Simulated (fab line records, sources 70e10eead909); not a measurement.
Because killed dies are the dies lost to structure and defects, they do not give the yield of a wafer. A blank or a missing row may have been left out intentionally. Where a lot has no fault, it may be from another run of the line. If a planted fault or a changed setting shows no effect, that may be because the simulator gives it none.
fab line records | flow nand_harc
[record] lots = 15 wafers = 45 last_day = 25
route steps=1159 shown A_CHANNEL_HOLE_D1@482 A_M0@1014 A_M1@1042 END@1159
lots with no fault: from the same line, run without faults
start_h: the number of hours between the record's first day and the start of the first shown wafer of the lot | wait_h: hours elapsed since this lot's preceding step | " as in the row above | L1.1+2: several wafers, shown together as one row | - no value, or no start given | * or withheld: withheld | < > ~ a bound
route shown NAME@n: NAME is a module with steps in the file, n the number in the route of the first one | usual: mean/standard deviation of fault-free wafers | same: alike in all rows | chamber/n: place in a boat | sites: each site's reading | _std_site: how widely they spread, as a standard deviation | _edge_site: outer sites' mean less inner sites' | radius_mm: how far each site lies from the wafer's centre | mask NAME#n: copy n | behind: the tool/chamber that last shaped the wafer | hold: what put the lot on hold/how long, in hours/how the hold closed | device: names the non-switching transistor (n, p or np) | end of line: the tests these same wafers got at the end of their route | step lacking rows: just its recipe | killed: the dies lost at the first sort to structure and to defects; this is not the yield of the wafer | map: the dies of a wafer, with x for killed, . for not killed, _ for no die there
set.NAME: setting as actually run; set.NAME@STEP: the setting as run at that earlier step | model.NAME: the simulator's own value behind a step, which no gauge read
a sample of lots followed through the steps of the route, with each step as a table and each wafer as a row
services: the hour from which a tool's chamber was out of use, counted from the record's first day as start_h (under 0 if before that day), plus the number of hours and why
[[steps]]
[step NHARC_A_CHANNEL_HOLE_D1_STRIP_43]
[recipe] o2_flow_sccm = 400 cos_flow_sccm = 20 ar_flow_sccm = 0 bias_w = 0 chemistry = O2/COS
// columns lot.wafer tool chamber start_h wait_h
L565.1+2+5 rie_diel-10 2,3,2 191.49 0.0
L570.1+4+6 rie_diel-10 2,3,1 202.99 0.1
L568.1+3+6 rie_diel-10 1,2,2 203.09 0.1
L569.3+4+5 rie_diel-10 0,2,1 208.25 0.1
L573.2+3+5 rie_diel-07 0,1,1 218.66 0.1
L572.3+2+4 rie_diel-10 1,2,1 219.69 0.1
L571.1+5+6 rie_diel-07 1,1,2 222.83 0.1
L574.2+3+5 rie_diel-10 2,1,1 234.73 0.1
L579.3+6+5 rie_diel-10 3,1,2 267.29 0.1
L580.1+3+6 rie_diel-05 1,2,2 275.70 0.0
L584.4+6+5 rie_diel-07 0,1,2 283.55 0.1
L583.2+4+5 rie_diel-05 2,3,0 283.86 0.5
L586.2+4+1 rie_diel-07 3,0,2 306.52 0.0
L588.1+6+5 rie_diel-05 2,3,0 317.44 0.1
L587.3+5+6 rie_diel-10 3,1,2 321.63 0.1
[step NHARC_A_M0_PRE_CLEAN_29]
[recipe] time_s = 30 temp_c = 280 gas = H2/He
[usual] heater_power_w = 423/41
// columns lot.wafer tool chamber start_h wait_h heater_power_w
L565.2 pvd_sputter-03 - - - 464
L565.1 " - " " 448
L565.5 " - " " 406
L570.1 pvd_sputter-03 - - - 475
L570.4 " - " " 452
L570.6 " - " " 479
L568.3 pvd_sputter-02 - - - 444
L568.1 " - " " 409
L568.6 " - " " 433
L569.3 pvd_sputter-03 - - - 449
L569.4 " - " " 408
L569.5 " - " " 451
L573.3 pvd_sputter-03 - - - 408
L573.2 " - " " 411
L573.5 " - " " 460
L572.4 pvd_sputter-02 - - - 454
L572.2 " - " " 447
L572.3 " - " " 419
L571.1 pvd_sputter-01 - - - 383
L571.6 " - " " 372
L571.5 " - " " 383
L574.3 pvd_sputter-02 - - - 437
L574.2 " - " " 412
L574.5 " - " " 401
L584.4 pvd_sputter-02 - - - 456
L584.5 " - " " 419
L584.6 " - " " 458
L587.3 pvd_sputter-01 - - - 345
L587.5 " - " " 373
L587.6 " - " " 489
L586.4 pvd_sputter-03 - - - 449
L586.2 " - " " 414
L586.1 " - " " 482
L588.1 pvd_sputter-01 - - - 472
L588.5 " - " " 365
L588.6 " - " " 483
[step NHARC_A_M0_INSPECT_27]
[usual] raw_defect_count = 423/100
// columns lot.wafer tool chamber start_h wait_h raw_defect_count
L565.1 defect_inspect-01 - 403.38 0.0 668
L565.2 " - " " 503
L565.5 " - " " 415
L570.1 defect_inspect-01 - 414.57 0.0 532
L570.4 " - " " 456
L570.6 " - " " 518
L568.1 defect_inspect-01 - 415.15 0.0 465
L568.3 " - " " 364
L568.6 " - " " 691
L569.3 defect_inspect-02 - 433.91 0.0 386
L569.4 " - " " 416
L569.5 " - " " 427
L573.2 defect_inspect-01 - 448.35 0.0 343
L573.3 " - " " 290
L573.5 " - " " 400
L572.2 defect_inspect-01 - 448.50 0.0 367
L572.3 " - " " 362
L572.4 " - " " 426
L571.1 defect_inspect-02 - 454.83 0.0 307
L571.5 " - " " 300
L571.6 " - " " 396
L574.2 defect_inspect-01 - 457.64 0.0 441
L574.3 " - " " 376
L574.5 " - " " 346
L584.4 defect_inspect-01 - 508.09 0.1 421
L584.5 " - " " 330
L584.6 " - " " 317
L587.3 defect_inspect-01 - 545.07 0.0 411
L587.5 " - " " 398
L587.6 " - " " 432
L586.1 defect_inspect-01 - 545.37 0.0 584
L586.2 " - " " 324
L586.4 " - " " 315
L588.1 defect_inspect-01 - 545.98 0.0 359
L588.5 " - " " 435
L588.6 " - " " 462
[step NHARC_A_M1_CD_MEAS_16]
[usual] cd_nm = 119.8/0.73
// columns lot.wafer tool chamber start_h wait_h cd_nm
L565.1 cd_sem-02 - 405.27 - 120.3
L565.2 " - " " 119.6
L565.5 " - " " 119.4
L570.1 cd_sem-01 - 416.35 - 119.3
L570.4 " - " " 119.3
L570.6 " - " " 118.8
L568.1 cd_sem-01 - 417.01 - 120.5
L568.3 " - " " 120.5
L568.6 " - " " 121.5
L569.3 cd_sem-02 - 435.82 - 120.0
L569.4 " - " " 119.9
L569.5 " - " " 119.5
L572.2 cd_sem-03 - 450.41 - 120.1
L572.3 " - " " 121.1
L572.4 " - " " 121.2
L573.2 cd_sem-01 - 450.56 - 119.2
L573.3 " - " " 119.4
L573.5 " - " " 119.7
L571.1 cd_sem-02 - 456.72 - 120.7
L571.5 " - " " 120.4
L571.6 " - " " 119.8
L574.2 cd_sem-02 - 459.59 - 119.3
L574.3 " - " " 119.0
L574.5 " - " " 119.2
L584.4 cd_sem-01 - 509.98 - 118.5
L584.5 " - " " 119.1
L584.6 " - " " 118.7
L587.3 cd_sem-02 - 546.92 - 119.9
L587.5 " - " " 120.1
L587.6 " - " " 119.3
L586.1 cd_sem-03 - 547.13 - 120.2
L586.2 " - " " 119.4
L586.4 " - " " 120.2
L588.1 cd_sem-02 - 547.74 - 120.1
L588.5 " - " " 120.8
L588.6 " - " " 119.8
[step NHARC_END_SORT_01]
[recipe] temp_c = 25
[usual] killed_at_array = 28/8.6 killed_at_other = 0.7/1.2 killed_at_periphery = 3.1/2.3 killed_dies = 32/8.7 killed_open = 3.2/1.7 killed_short = 2.0/1.5
[same] gross_dies = 677
// columns lot.wafer tool chamber start_h wait_h hold killed_at_array killed_at_other killed_at_periphery killed_dies killed_open killed_short
L569.3 prober-01 0 474.37 3.1 - 27 0 3 30 4 7
L569.4 prober-01 0 475.18 3.4 - 42 2 4 48 3 4
L569.5 prober-01 0 476.00 3.7 - 24 3 4 31 4 2
L572.2 prober-02 0 485.95 2.8 - 30 4 7 41 2 4
L572.3 prober-02 0 486.75 3.1 - 21 0 8 29 2 2
L572.4 prober-02 0 487.54 3.4 - 28 2 3 33 2 5
L574.2 prober-01 0 493.72 2.8 - 27 0 0 27 2 0
L574.3 prober-01 0 494.51 3.1 - 33 0 3 36 4 2
L574.5 prober-01 0 496.10 3.7 - 26 0 2 28 7 2
L579.3 prober-02 0 508.87 3.1 await_dispo/1.1h/scrap 674 1 2 677 5 2
L579.5 prober-02 0 510.47 3.7 await_dispo/1.1h/scrap 674 1 2 677 1 3
L579.6 prober-02 0 511.26 4.0 await_dispo/1.1h/scrap 674 1 2 677 5 3
L580.1 prober-01 0 530.02 2.5 await_dispo/6.3h/scrap 669 3 5 677 3 2
L580.3 prober-01 0 531.59 3.0 await_dispo/6.3h/scrap 670 4 3 677 3 1
L580.6 prober-01 0 533.93 3.9 await_dispo/6.3h/scrap 670 3 4 677 5 6
L584.4 prober-02 0 548.75 3.4 - 23 0 4 27 3 4
L584.5 prober-02 0 549.55 3.7 - 16 0 4 20 2 2
L584.6 prober-02 0 550.35 4.0 - 21 0 6 27 2 2
L583.2 prober-02 0 554.92 2.8 await_dispo/3.8h/scrap 674 0 3 677 1 0
L583.4 prober-02 0 556.55 3.4 await_dispo/3.8h/scrap 673 0 4 677 3 1
L583.5 prober-02 0 557.36 3.7 await_dispo/3.8h/scrap 674 0 3 677 4 2
// killed by level:class
L569.3 A_SLIT:chamber_film_flake=6 A_CHANNEL_HOLE_D1:chamber_film_flake=4 A_M1:chamber_film_flake=3 A_SOURCE_PLATE:geometric_particle:short=2 A_BLC:geometric_particle:open=2 A_CONTACT:chamber_film_flake=2 P_GATE:geometric_particle:open=1 P_M0:geometric_particle:short=1
L569.4 A_SLIT:chamber_film_flake=17 P_GATE:chamber_film_flake=4 A_CHANNEL_HOLE_D1:chamber_film_flake=4 A_M1:chamber_film_flake=4 A_STAIRCASE:chamber_film_flake=3 A_M0:chamber_film_flake=3 A_CHANNEL_FILL_D1:geometric_particle:short=2 A_CONTACT:geometric_particle:open=2
L569.5 A_SLIT:chamber_film_flake=10 P_GATE:chamber_film_flake=3 THIN_TSV:chamber_film_flake=3 A_CHANNEL_HOLE_D1:chamber_film_flake=2 A_STAIRCASE:chamber_film_flake=2 A_M0:chamber_film_flake=2 A_M1:chamber_film_flake=2 P_GATE:geometric_particle:open=1
L572.2 A_CHANNEL_HOLE_D1:chamber_film_flake=21 A_STAIRCASE:chamber_film_flake=4 THIN_TSV:chamber_film_flake=4 P_STI:chamber_film_flake=2 A_CONTACT:chamber_film_flake=2 P_STI:geometric_particle:short=1 P_GATE:geometric_particle:short=1 P_CONTACT:geometric_particle:open=1
L572.3 A_CHANNEL_HOLE_D1:chamber_film_flake=12 P_CONTACT:chamber_film_flake=3 P_GATE:chamber_film_flake=2 A_CHANNEL_FILL_D1:chamber_film_flake=2 A_STAIRCASE:chamber_film_flake=2 A_CONTACT:chamber_film_flake=2 P_CONTACT:geometric_particle:short=1 P_M0:geometric_particle:open=1
L572.4 A_CHANNEL_HOLE_D1:chamber_film_flake=13 A_STAIRCASE:chamber_film_flake=6 A_SOURCE_PLATE:geometric_particle:short=2 THIN_TSV:chamber_film_flake=2 P_STI:chamber_film_flake=2 A_ZERO_WELL:chamber_film_flake=2 P_M0:geometric_particle:open=1 A_WL_FILL:geometric_particle:short=1
L574.2 A_SLIT:chamber_film_flake=10 A_STAIRCASE:chamber_film_flake=5 A_CONTACT:chamber_film_flake=5 A_CHANNEL_HOLE_D1:chamber_film_flake=4 A_CONTACT:geometric_particle:open=1 A_BLC:geometric_particle:open=1 A_CHANNEL_FILL_D1:chamber_film_flake=1
L574.3 A_SLIT:chamber_film_flake=13 A_CHANNEL_HOLE_D1:chamber_film_flake=6 A_STAIRCASE:chamber_film_flake=5 A_CHANNEL_FILL_D1:chamber_film_flake=2 P_M0:geometric_particle:open=1 P_M1:geometric_particle:short=1 A_ONON_D1:geometric_particle:open=1 A_CONTACT:geometric_particle:short=1
L574.5 A_SLIT:chamber_film_flake=8 A_CONTACT:chamber_film_flake=5 A_STAIRCASE:chamber_film_flake=4 A_M0:geometric_particle:open=2 A_CHANNEL_HOLE_D1:chamber_film_flake=2 P_CONTACT:geometric_particle:short=1 P_M0:geometric_particle:open=1 A_ONON_D1:geometric_particle:open=1
L579.3 A_CHANNEL_HOLE_D1:area_strip=653 A_CHANNEL_HOLE_D1:chamber_film_flake=14 A_CONTACT:chamber_film_flake=2 P_ZERO_WELL:geometric_particle:short=1 P_CONTACT:geometric_particle:open=1 A_CHANNEL_HOLE_D1:geometric_particle:open=1 A_WL_FILL:geometric_particle:short=1 A_CONTACT:geometric_particle:open=1
L579.5 A_CHANNEL_HOLE_D1:area_strip=646 A_CHANNEL_HOLE_D1:chamber_film_flake=20 A_CONTACT:chamber_film_flake=4 P_CONTACT:geometric_particle:short=1 A_SGD_CUT:geometric_particle:open=1 A_WL_FILL:geometric_particle:short=1 P_STI:chamber_film_flake=1 STARTING-WAFER:geometric_particle:short=1
L579.6 A_CHANNEL_HOLE_D1:area_strip=649 A_CHANNEL_HOLE_D1:chamber_film_flake=16 A_CHANNEL_FILL_D1:geometric_particle:open=2 A_CHANNEL_FILL_D1:geometric_particle:short=2 A_M0:geometric_particle:open=2 A_CONTACT:chamber_film_flake=2 P_GATE:geometric_particle:short=1 A_ONON_D1:geometric_particle:open=1
L580.1 A_CHANNEL_HOLE_D1:area_strip=637 A_CHANNEL_HOLE_D1:chamber_film_flake=23 A_CONTACT:chamber_film_flake=4 THIN_TSV:chamber_film_flake=3 P_CONTACT:chamber_film_flake=2 P_GATE:geometric_particle:short=1 A_CHANNEL_FILL_D1:geometric_particle:short=1 A_SGD_CUT:geometric_particle:open=1
L580.3 A_CHANNEL_HOLE_D1:area_strip=647 A_CHANNEL_HOLE_D1:chamber_film_flake=12 A_CONTACT:chamber_film_flake=7 P_CONTACT:chamber_film_flake=3 THIN_TSV:chamber_film_flake=3 A_ONON_D1:geometric_particle:open=1 A_CONTACT:geometric_particle:open=1 A_BLC:geometric_particle:short=1
L580.6 A_CHANNEL_HOLE_D1:area_strip=632 A_CHANNEL_HOLE_D1:chamber_film_flake=20 A_CONTACT:chamber_film_flake=9 A_CONTACT:geometric_particle:short=3 THIN_TSV:chamber_film_flake=3 P_M0:geometric_particle:open=2 P_CONTACT:chamber_film_flake=2 A_SOURCE_PLATE:geometric_particle:short=1
L584.4 A_CHANNEL_HOLE_D1:chamber_film_flake=9 A_CONTACT:chamber_film_flake=5 P_ZERO_WELL:chamber_film_flake=3 A_ONON_D1:geometric_particle:short=1 A_CHANNEL_HOLE_D1:geometric_particle:short=1 A_CHANNEL_FILL_D1:geometric_particle:short=1 A_SGD_CUT:geometric_particle:open=1 A_CONTACT:geometric_particle:open=1
L584.5 A_CHANNEL_HOLE_D1:chamber_film_flake=8 A_CONTACT:chamber_film_flake=6 P_ZERO_WELL:chamber_film_flake=2 P_CONTACT:geometric_particle:open=1 P_CONTACT:geometric_particle:short=1 A_BLC:geometric_particle:open=1 A_M0:geometric_particle:short=1
L584.6 A_CONTACT:chamber_film_flake=9 A_CHANNEL_HOLE_D1:chamber_film_flake=7 P_STI:chamber_film_flake=3 A_CONTACT:geometric_particle:open=2 P_M1:geometric_particle:short=1 P_M2:geometric_particle:short=1 P_ZERO_WELL:chamber_film_flake=1 A_STAIRCASE:chamber_film_flake=1
L583.2 A_CHANNEL_HOLE_D1:area_strip=643 A_CHANNEL_HOLE_D1:chamber_film_flake=21 A_STAIRCASE:chamber_film_flake=4 P_ZERO_WELL:chamber_film_flake=2 A_CONTACT:chamber_film_flake=2 A_BONDPAD:chamber_film_flake=2 A_CONTACT:geometric_particle:open=1 P_GATE:chamber_film_flake=1
L583.4 A_CHANNEL_HOLE_D1:area_strip=645 A_CHANNEL_HOLE_D1:chamber_film_flake=19 P_ZERO_WELL:chamber_film_flake=2 A_CONTACT:chamber_film_flake=2 A_BONDPAD:chamber_film_flake=2 P_CONTACT:geometric_particle:open=1 P_M2:geometric_particle:open=1 A_ONON_D1:geometric_particle:short=1
L583.5 A_CHANNEL_HOLE_D1:area_strip=640 A_CHANNEL_HOLE_D1:chamber_film_flake=22 A_CONTACT:chamber_film_flake=3 A_CONTACT:geometric_particle:open=2 P_ZERO_WELL:chamber_film_flake=2 A_STAIRCASE:chamber_film_flake=2 P_CONTACT:geometric_particle:open=1 A_ONON_D1:geometric_particle:short=1
[[services]]
// columns tool chamber start_h hours kind
rie_diel-10 - 176.50 9.0 pm
rie_diel-07 0 189.71 6.5 repair
pvd_sputter-03 - 194.66 1.5 repair
pvd_sputter-03 - 199.85 2.3 repair
rie_diel-10 3 206.26 4.2 repair
pvd_sputter-02 - 214.00 10.0 pm
rie_diel-10 3 216.83 24.6 repair
rie_diel-10 0 232.81 11.0 repair
rie_diel-10 0 267.78 12.2 repair
pvd_sputter-03 - 280.03 10.0 pm
rie_diel-07 1 324.93 17.9 repair
rie_diel-10 - 353.50 9.0 pm
rie_diel-07 0 359.82 6.7 repair
rie_diel-07 2 365.77 13.7 repair
rie_diel-07 0 367.56 38.0 repair
pvd_sputter-02 - 388.15 2.2 repair
pvd_sputter-02 - 392.00 10.0 pm
rie_diel-07 - 405.21 9.0 pm
pvd_sputter-03 - 426.72 1.4 repair
rie_diel-10 2 452.57 2.5 repair
pvd_sputter-03 - 458.03 10.0 pm
pvd_sputter-03 - 489.15 2.4 repair
rie_diel-07 0 527.24 28.8 repair
rie_diel-10 - 530.50 9.0 pm
[[key]]
[first_sign] step = NHARC_END_SORT_01 reading = killed_at_array direction = up sigmas = 75 usual = 28 struck = 672
[effect] step = NHARC_END_SORT_01 reading = killed_dies direction = up sigmas = 74 usual = 32 struck = 677
[more_kills_born_at] NHARC_A_CHANNEL_HOLE_D1_STRIP_43@rie_diel-05 = 3844 NHARC_A_CHANNEL_HOLE_D1_STRIP_43@rie_diel-10 = 1948
met_at NHARC_A_CHANNEL_HOLE_D1_STRIP_43
struck_lots L579,L580,L583
later_rows_left_out L579.3,L579.5,L579.6,L580.1,L580.3,L580.6,L583.2,L583.4,L583.5
tester_left_out L579,L580,L583
not_acting_at NHARC_A_M0_PRE_CLEAN_29,NHARC_A_M0_INSPECT_27,NHARC_A_M1_CD_MEAS_16
onset_between 234.73 267.29
[fault] kind = skipped_step_whole tool = rie_diel-05,rie_diel-10 chamber = - onset_h = 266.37 steps = NHARC_A_CHANNEL_HOLE_D1_STRIP_43 scope = struck_lots_only
// tester_left_out: of these lots the tester's yield and bins aren't shown, on N5 and GAA mostly nor the transistor test; their killed dies are dies lost to structure and defects alone, not to doping, threshold or leakage, so they don't give the yield
// later_rows_left_out: the simulator's readings of these wafers behind a module that went badly wrong aren't trusted and aren't shown, but for the sort
